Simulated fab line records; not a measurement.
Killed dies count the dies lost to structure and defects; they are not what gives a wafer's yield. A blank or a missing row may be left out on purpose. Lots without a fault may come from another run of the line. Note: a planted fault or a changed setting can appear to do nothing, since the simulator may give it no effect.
Lot-split experiment :: flow n5-finfet :: 7 lots, 21 wafers read, on a route of 1938 steps

ON THE SPLIT
At N5_FIN_SAQP_EXPOSE_13 (exposes mask FIN CORE, target cd 35.6 nm), the setting dose-mj was moved away from the recipe's 63.25 on 7 of the 21 wafers read, by -7.5% to +6.0%. This setting was run at the recipe's value on the other wafers.

FROM THE SPLIT TO THE READING: what the file shows between them, 2 steps
- N5_FIN_SAQP_PEB_14: peb time 60 s
- N5_FIN_SAQP_DEVELOP_15: develop time 30 s

THE READING
cd-nm at N5_FIN_SAQP_CD_MEAS_16, given in nm (cd target 35.6 nm). Typical for fault-free wafers on this fab line: 35.65 nm, with standard deviation 0.26 nm.

wafer: L075.2
tool, chamber at the split: arfi-scanner-03, 0
dose-mj as run: 63.25
against the recipe: recipe
cd-nm, nm: 35.78
against lot-mates on the recipe: -

wafer: L075.3
tool, chamber at the split: arfi-scanner-03, 0
dose-mj as run: 58.53
against the recipe: -7.5%
cd-nm, nm: 37.63
against lot-mates on the recipe: +1.85

wafer: L075.6
tool, chamber at the split: arfi-scanner-03, 0
dose-mj as run: 58.53
against the recipe: -7.5%
cd-nm, nm: 37.56
against lot-mates on the recipe: +1.78

wafer: L081.2
tool, chamber at the split: arfi-scanner-02, 0
dose-mj as run: 66.13
against the recipe: +4.6%
cd-nm, nm: 34.39
against lot-mates on the recipe: -1.36

wafer: L081.3
tool, chamber at the split: arfi-scanner-02, 0
dose-mj as run: 66.13
against the recipe: +4.6%
cd-nm, nm: 34.48
against lot-mates on the recipe: -1.27

wafer: L081.6
tool, chamber at the split: arfi-scanner-02, 0
dose-mj as run: 63.25
against the recipe: recipe
cd-nm, nm: 35.75
against lot-mates on the recipe: -

wafer: L082.2
tool, chamber at the split: arfi-scanner-02, 0
dose-mj as run: 65.36
against the recipe: +3.3%
cd-nm, nm: 35.26
against lot-mates on the recipe: -0.46

wafer: L082.5
tool, chamber at the split: arfi-scanner-02, 0
dose-mj as run: 65.36
against the recipe: +3.3%
cd-nm, nm: 35.10
against lot-mates on the recipe: -0.62

wafer: L082.6
tool, chamber at the split: arfi-scanner-02, 0
dose-mj as run: 63.25
against the recipe: recipe
cd-nm, nm: 35.72
against lot-mates on the recipe: -

wafer: L083.2
tool, chamber at the split: arfi-scanner-03, 0
dose-mj as run: 63.25
against the recipe: recipe
cd-nm, nm: 35.82
against lot-mates on the recipe: -

wafer: L083.3
tool, chamber at the split: arfi-scanner-03, 0
dose-mj as run: 63.25
against the recipe: recipe
cd-nm, nm: 36.26
against lot-mates on the recipe: -

wafer: L083.4
tool, chamber at the split: arfi-scanner-03, 0
dose-mj as run: 63.25
against the recipe: recipe
cd-nm, nm: 35.92
against lot-mates on the recipe: -

wafer: L086.2
tool, chamber at the split: arfi-scanner-01, 0
dose-mj as run: 63.25
against the recipe: recipe
cd-nm, nm: 35.61
against lot-mates on the recipe: -

wafer: L086.3
tool, chamber at the split: arfi-scanner-01, 0
dose-mj as run: 63.25
against the recipe: recipe
cd-nm, nm: 35.39
against lot-mates on the recipe: -

wafer: L086.6
tool, chamber at the split: arfi-scanner-01, 0
dose-mj as run: 63.25
against the recipe: recipe
cd-nm, nm: 35.25
against lot-mates on the recipe: -

wafer: L089.1
tool, chamber at the split: arfi-scanner-02, 0
dose-mj as run: 63.25
against the recipe: recipe
cd-nm, nm: 36.07
against lot-mates on the recipe: -

wafer: L089.5
tool, chamber at the split: arfi-scanner-02, 0
dose-mj as run: 63.25
against the recipe: recipe
cd-nm, nm: 35.73
against lot-mates on the recipe: -

wafer: L089.6
tool, chamber at the split: arfi-scanner-02, 0
dose-mj as run: 63.25
against the recipe: recipe
cd-nm, nm: 35.96
against lot-mates on the recipe: -

wafer: L093.1
tool, chamber at the split: arfi-scanner-01, 0
dose-mj as run: 63.25
against the recipe: recipe
cd-nm, nm: 35.84
against lot-mates on the recipe: -

wafer: L093.3
tool, chamber at the split: arfi-scanner-01, 0
dose-mj as run: 63.25
against the recipe: recipe
cd-nm, nm: 36.05
against lot-mates on the recipe: -

wafer: L093.4
tool, chamber at the split: arfi-scanner-01, 0
dose-mj as run: 67.03
against the recipe: +6.0%
cd-nm, nm: 34.43
against lot-mates on the recipe: -1.52

FIT RESULTS
A straight line over all 21 wafers: cd-nm changes by -0.244 nm for each +1% of dose-mj; r = -0.96; the points scatter about the line by 0.25 nm.
The same after taking each lot's own level away (the mean of its wafers on the recipe; 21 wafers): -0.245 nm for each +1%; r = -0.98; scatter 0.16 nm.
On that fit, the largest move of dose-mj shifts the reading by 1.8 nm.
Across the lots, their own levels run from 35.417 to 36.000 nm, a range of 2.2 times the standard deviation given above.
The two slopes agree, so the slope changes little with the lot-to-lot level.
Check: for one of the wafers moved furthest among these (-7.5%), held out of the fit, the line's prediction against its lot-mates is +1.83 nm. It came out at +1.85 nm against them.

THE OTHER SPLITS THESE WAFERS WENT THROUGH
Note: prior to the reading, these wafers also went through further splits. Each is held against what the fit with the lots' levels taken away leaves over:
other split on the same wafers: N5_ZERO_LAYER_EXPOSE_08 dose-mj
wafers away from the commonest value: 7
r with cd-nm (lot level and that fit taken away): +0.20

other split on the same wafers: N5_ZERO_LAYER_DEVELOP_10 develop-time-s
wafers away from the commonest value: 6
r with cd-nm (lot level and that fit taken away): -0.38

other split on the same wafers: N5_WELL_APT_COAT_02 spin-rpm
wafers away from the commonest value: 7
r with cd-nm (lot level and that fit taken away): -0.37

other split on the same wafers: N5_WELL_APT_PEB_06 peb-time-s
wafers away from the commonest value: 10
r with cd-nm (lot level and that fit taken away): -0.26

THE FILE'S OWN FIT
cd-nm changes by -0.246 nm for each +1% of dose-mj, r = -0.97.
